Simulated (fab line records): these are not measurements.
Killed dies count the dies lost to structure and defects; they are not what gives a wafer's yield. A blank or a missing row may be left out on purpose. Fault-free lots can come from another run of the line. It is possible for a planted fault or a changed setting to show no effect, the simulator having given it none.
Struck lot and sound lot, side by side / flow nand harc / 14 steps out of a route of 1159
Sound: these wafers, L771.1, L771.3, L771.5. The struck wafers were L782.1, L782.2, L782.6. The cause comes at the end.
At each step with rows: each side's tool, then ch and its chambers, then its first start. Under that, the readings that differ: sound wafers / struck wafers / difference of the means / sigmas: that difference in standard deviations of wafers without a fault.
alike: same words and numbers on both sides, and readings whose means sit less than 2 such deviations apart. not compared: any withheld reading, any reading some wafer has no value for, any bound like >300 that may hide the same value, and any number with overlapping values for which the record gives no deviation.
Wherever a step has rows on one side only, a row that says differs or no value, or a row with sigmas, the two part there. When numbers do not overlap yet have no deviation, they are printed without sigmas and do not part them. A reading missing from all wafers of one side parts the sides only when that side holds two or more wafers.

first, 5 steps without rows for these wafers: NHARC_A_STAIRCASE_EBR_213; NHARC_A_STAIRCASE_EXPOSE_214 (exposes mask STAIR 3); NHARC_A_STAIRCASE_PEB_215 (peb time 130 s); NHARC_A_STAIRCASE_DEVELOP_216 (time 140 s); NHARC_A_STAIRCASE_HARDBAKE_218 (time 140 s).
NHARC_A_STAIRCASE_DESCUM_219: chemistry O2, time 3 s.
  sound on rie diel-07 ch 1,2,3, day 11 20:29; struck on rie diel-06 ch 2,3, day 14 17:41
  alike: drypump motor current A, mfc ar sccm, oes product au, rf vpp V, showerhead plenum p Torr, throttle valve pct
  not compared: rf hours counter h
NHARC_A_STAIRCASE_TRIM_220: chemistry O2, time 211.2 s.
  sound on rie diel-07 ch 0,2,3, day 11 20:34; struck on rie diel-06 ch 0,1,2, day 14 17:49
  alike: drypump motor current A, mfc ar sccm, oes product au, rf vpp V, showerhead plenum p Torr, throttle valve pct
  not compared: rf hours counter h
then, 1 step without rows for these wafers: NHARC_A_STAIRCASE_ETCH_221 (etches the open film in C4F8/O2, target depth 100 nm, time 40.5 s).
NHARC_A_STAIRCASE_TRIM_222: chemistry O2, time 211.2 s.
  sound: rie diel-07 ch 1,2,3; struck: rie diel-06 ch 0,1,3
  alike: drypump motor current A, mfc ar sccm, oes product au, rf vpp V, showerhead plenum p Torr, throttle valve pct
  not compared: rf hours counter h
NHARC_A_STAIRCASE_ETCH_223: etches the open film in C4F8/O2, target depth 100 nm, time 40.5 s.
  sound: rie diel-07 ch 0,3; struck: rie diel-06 ch 2,3
  alike: bias w, chamber pressure mTorr, oes product au, rf vpp V
  not compared: rf hours counter h
NHARC_A_STAIRCASE_TRIM_224: chemistry O2, time 211.2 s.
  sound: rie diel-07 ch 1,3; struck: rie diel-06 ch 0,1,3
  alike: drypump motor current A, mfc ar sccm, oes product au, rf vpp V, showerhead plenum p Torr, throttle valve pct
  not compared: rf hours counter h
NHARC_A_STAIRCASE_ETCH_225: etches the open film in C4F8/O2, target depth 100 nm, time 40.5 s.
  sound on rie diel-07 ch 0,2,3, day 11 21:44; struck on rie diel-06 ch 0,1,2, day 14 18:30
  no value came back on the struck wafers for bias w (W), chamber pressure mTorr (mTorr), oes product au (a.u.), rf vpp V (V); on the sound wafers bias w (W) reads 997.6 1004.0 1000.8
  not compared: rf hours counter h
then, 1 step without rows for these wafers: NHARC_A_STAIRCASE_TRIM_226 (chemistry O2, time 211.2 s).
-- break in the record here, with 8 days between the starts of the struck wafers on either side (left off in module A_STAIRCASE, picked up again in module END, where the first step shown is number 1159 on the route) --
NHARC_END_SORT_01:
  only the struck wafers appear in the record here, on prober-01 ch 0 at day 22 10:04; the sound ones have no rows

== WHERE THEY PART ==
Earliest at NHARC_A_STAIRCASE_ETCH_225; latest, in this record, at NHARC_END_SORT_01.

WHY: what had been put in by the simulator
Step skipped in full: rie diel-06, at NHARC_A_STAIRCASE_ETCH_225, from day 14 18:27 onward. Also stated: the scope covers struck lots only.
